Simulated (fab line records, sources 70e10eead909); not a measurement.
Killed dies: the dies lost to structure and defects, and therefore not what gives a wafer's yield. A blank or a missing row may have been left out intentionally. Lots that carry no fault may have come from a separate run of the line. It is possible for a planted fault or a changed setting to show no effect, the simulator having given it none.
A struck lot beside a sound one + flow nand harc + 14 out of 1159 route steps
Sound: the wafers L122.1, L122.2, L122.4. Struck: wafer L127.4. The cause is named last.
Per side, at each step with rows, come the tool, then ch with its chambers, and then its first start. Under that, the readings that differ: sound wafers + struck wafers + difference of the means + sigmas: that difference in standard deviations of wafers without a fault.
alike: words and numbers the same on both sides, and readings whose means are apart by under 2 such deviations; not compared: readings that were withheld, readings missing a value for some wafer, numbers with overlapping values and no deviation given by the record, and bounds like >300 which may hide the same value.
The two part at a step that has a row with sigmas, a row that says differs or no value, or rows on one side only. Numbers that have no deviation but don't overlap get no sigmas and don't part them. A reading that every wafer of one side lacks parts them only if that side has two wafers or more.

first, 4 steps without rows for these wafers: NHARC_P_BONDPAD_EBR_05; NHARC_P_BONDPAD_EXPOSE_06 (exposes mask P BPAD); NHARC_P_BONDPAD_PEB_07 (peb time 80 s); NHARC_P_BONDPAD_DEVELOP_08 (time 50 s).
NHARC_P_BONDPAD_CD_MEAS_09: the cd target is 500 nm.
  sound on cd sem-03 ch 0, day 6 18:30; struck on cd sem-03 ch 0, day 7 23:44
  alike: cd nm
NHARC_P_BONDPAD_OVL_MEAS_38:
  sound on overlay-02 at day 6 18:35; struck on overlay-01 at day 7 23:49
  alike: overlay x nm, overlay y nm
then, 1 step without rows for these wafers: NHARC_P_BONDPAD_HARDBAKE_10 (time 65 s).
NHARC_P_BONDPAD_DESCUM_11: chemistry O2, time 3 s.
  sound on rie diel-09 ch 0,1,3, day 6 18:43; struck on rie diel-09 ch 2, day 7 23:57
| reading                | sound             | struck | difference | sigmas |
|------------------------|-------------------|--------|------------|--------|
| oes product au (a.u.)  | 0.999 1.005 1.010 | 0.989  | -0.016     | -2     |
| rf hours counter h (h) | 5 5 4             | 7      | +2         |        |
  alike: drypump motor current A, rf vpp V, showerhead plenum p Torr, throttle valve pct
NHARC_P_BONDPAD_ETCH_37: etches the open film in N2/H2, target depth 60 nm, overetch 18 nm, time 65.91 s.
  sound on rie diel-09 ch 1,2,3, day 6 18:49; struck on rie diel-09 ch 3, day 8 00:02
| reading                | sound | struck | difference | sigmas |
|------------------------|-------|--------|------------|--------|
| rf hours counter h (h) | 5 5 4 | 6      | +1         |        |
  alike: drypump motor current A, oes product au, rf vpp V, run length s, showerhead plenum p Torr, throttle valve pct
NHARC_P_BONDPAD_ETCH_12: etches the open film in CHF3/O2, target depth 200 nm, time 100 s.
  sound: rie diel-09 ch 1,2,3; struck: rie diel-09 ch 2
| reading                | sound | struck | difference | sigmas |
|------------------------|-------|--------|------------|--------|
| rf hours counter h (h) | 4 5 5 | 8      | +3         |        |
  alike: drypump motor current A, oes product au, rf vpp V, run length s, showerhead plenum p Torr, throttle valve pct
NHARC_P_BONDPAD_CD_MEAS_13:
  sound on cd sem-01 at day 6 19:02; struck on cd sem-03 at day 8 00:16
  alike: cd nm
NHARC_P_BONDPAD_STRIP_15: strips in O2.
  sound on rie diel-05 ch 0,2,3, day 6 19:06; struck on rie diel-09 ch 0, day 8 00:19
| reading                | sound    | struck | difference | sigmas |
|------------------------|----------|--------|------------|--------|
| rf hours counter h (h) | 53 56 54 | 8      | -46        |        |
  alike: drypump motor current A, oes product au, rf vpp V, showerhead plenum p Torr, throttle valve pct
NHARC_P_BONDPAD_ETCH_24: etches the open film in CF4/N2, target depth 30 nm, time 72.99 s.
  sound on rie diel-05 ch 0,1,3, day 6 19:15; struck on rie diel-09 ch 3, day 8 00:30
| reading                | sound          | struck | difference | sigmas |
|------------------------|----------------|--------|------------|--------|
| rf hours counter h (h) | 47 56 54       | 6      | -46        |        |
| run length s (s)       | 93.7 94.3 94.3 | 73.0   | -21.1      | -44    |
  alike: drypump motor current A, oes product au, rf vpp V, showerhead plenum p Torr, throttle valve pct
then, 1 step without rows for these wafers: NHARC_P_BONDPAD_STRIP_16 (strips in post etch residue remover, time 600 s).

WHERE THEY PART
At NHARC_P_BONDPAD_DESCUM_11 first; at NHARC_P_BONDPAD_ETCH_24 last (within this record only).

WHY: the cause the simulator had injected
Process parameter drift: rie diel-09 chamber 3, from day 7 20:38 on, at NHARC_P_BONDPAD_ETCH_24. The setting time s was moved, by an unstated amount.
